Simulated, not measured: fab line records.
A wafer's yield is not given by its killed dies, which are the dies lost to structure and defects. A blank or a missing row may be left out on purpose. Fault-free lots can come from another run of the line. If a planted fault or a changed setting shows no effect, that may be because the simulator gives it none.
Which of the tools did it? ; flow n5_finfet ; at 1 step of a route of 1938, 9 lots with 26 wafers sampled

WHAT THE GAUGES READ, wafer by wafer
N5_BEOL_M4_RC_MEAS_101. Usual: DIBL_N 36.0 mV/V, standard deviation 1.7; DIBL_P 36.2 mV/V, standard deviation 2.3; IOFF_N 0.16 nA/um, standard deviation 0.03; IOFF_P 0.21 nA/um, standard deviation 0.036; ION_N 679 uA/um, standard deviation 11; ION_P 465 uA/um, standard deviation 7.1; SS_N 71.4 mV/dec, standard deviation 0.58; SS_P 73.3 mV/dec, standard deviation 0.75; VT_N 249 mV, standard deviation 3.1; VT_P -251 mV, standard deviation 3.5.
lot;measured;on;DIBL_N (mV/V);DIBL_P (mV/V);IOFF_N (nA/um);IOFF_P (nA/um);ION_N (uA/um);ION_P (uA/um);SS_N (mV/dec);SS_P (mV/dec);VT_N (mV);VT_P (mV);flag
L862;day 8 23:01;prober-02;35.5 38.1 38.1;34.9 37.4 38.4;0.14 0.18 0.19;0.22 0.26 0.28;681 683 691;465 468 471;71.0 71.8 71.3;73.4 73.6 73.9;248 248 245;-249 -246 -247;
L864;day 9 03:38;prober-01;35.6 35.3 34.7;34.1 33.5 32.8;0.13 0.13 0.12;0.19 0.18 0.17;674 663 664;466 456 458;70.8 70.8 70.5;73.0 74.0 72.7;251 251 250;-250 -252 -253;
L872;day 11 11:17;prober-02;36.8 38.4 36.1;38.0 40.1 37.2;0.16 0.21 0.16;0.26 0.29 0.24;673 687 685;465 475 473;72.1 72.0 70.6;73.9 74.0 72.9;251 247 247;-247 -244 -249;
L874;day 11 11:38;prober-01;35.9 36.5 36.0;35.8 36.3 35.3;0.15 0.14 0.14;0.22 0.21 0.21;681 679 677;470 469 469;71.1 71.9 71.3;73.0 73.3 73.0;249 252 253;-252 -250 -247;
L877;day 11 19:26;prober-01;33.6 35.7 35.5;34.0 35.9 35.8;0.16 0.18 0.18;0.19 0.20 0.21;687 697 695;461 464 463;71.4 71.6 71.7;73.0 73.0 73.6;249 247 246;-254 -250 -250;
L876;day 11 20:20;prober-02;36.4 35.0 39.0;36.9 34.7 40.1;0.16 0.14 0.22;0.22 0.18 0.26;679 657 684;467 456 472;71.7 71.7 71.9;73.8 72.3 74.4;252 252 246;-250 -252 -248;
L883;day 14 01:46;prober-01;37.9 38.5 37.8;36.6 37.6 37.1;0.17 0.20 0.19;0.21 0.24 0.22;691 696 703;463 469 470;71.6 71.7 71.1;73.4 74.8 73.7;248 245 245;-250 -247 -249;
L885;day 14 04:23;prober-01;37.0 36.6 38.6;37.6 37.2 39.7;0.16 0.17 0.20;0.22 0.22 0.27;687 683 688;469 462 470;71.7 71.3 72.0;73.4 73.8 74.9;250 247 245;-251 -252 -249;
L884;day 14 09:19;prober-02;40.8 36.5;43.6 37.9;0.28 0.16;0.32 0.22;701 672;481 462;72.3 72.2;74.5 72.9;241 253;-247 -250;

WHAT TOOL EACH LOT RAN ON (gives the tool, then ch and the chambers of the sampled wafers, and finally the start)
The record shows no process step preceding these readings.

WHAT THE TOOLS THEMSELVES READ (means of the sampled wafers that have a number; where no wafer has one, the mark that the record gives instead)
The record holds no such reading with a usual standard deviation.

THE ANSWER, worked out from the rows above alone
Rule: a lot is off if the mean of its wafers that have a number lies more than 3 standard deviations from the usual mean. Also off: a lot with no number at a reading for which 4 or more lots have one. Where the step has rows for the other lots, those lots are counted as sound. The gauges are gone through in route order, then the tools' own readings, and for those a lot's mean is taken as printed above. The first step at which some lot is off is used, and at that step the reading that is off furthest; a lot without a number counts as furthest.
None of the lots is off at any reading shown; this tells nothing.

WHAT THE SIMULATOR HAD PUT IN
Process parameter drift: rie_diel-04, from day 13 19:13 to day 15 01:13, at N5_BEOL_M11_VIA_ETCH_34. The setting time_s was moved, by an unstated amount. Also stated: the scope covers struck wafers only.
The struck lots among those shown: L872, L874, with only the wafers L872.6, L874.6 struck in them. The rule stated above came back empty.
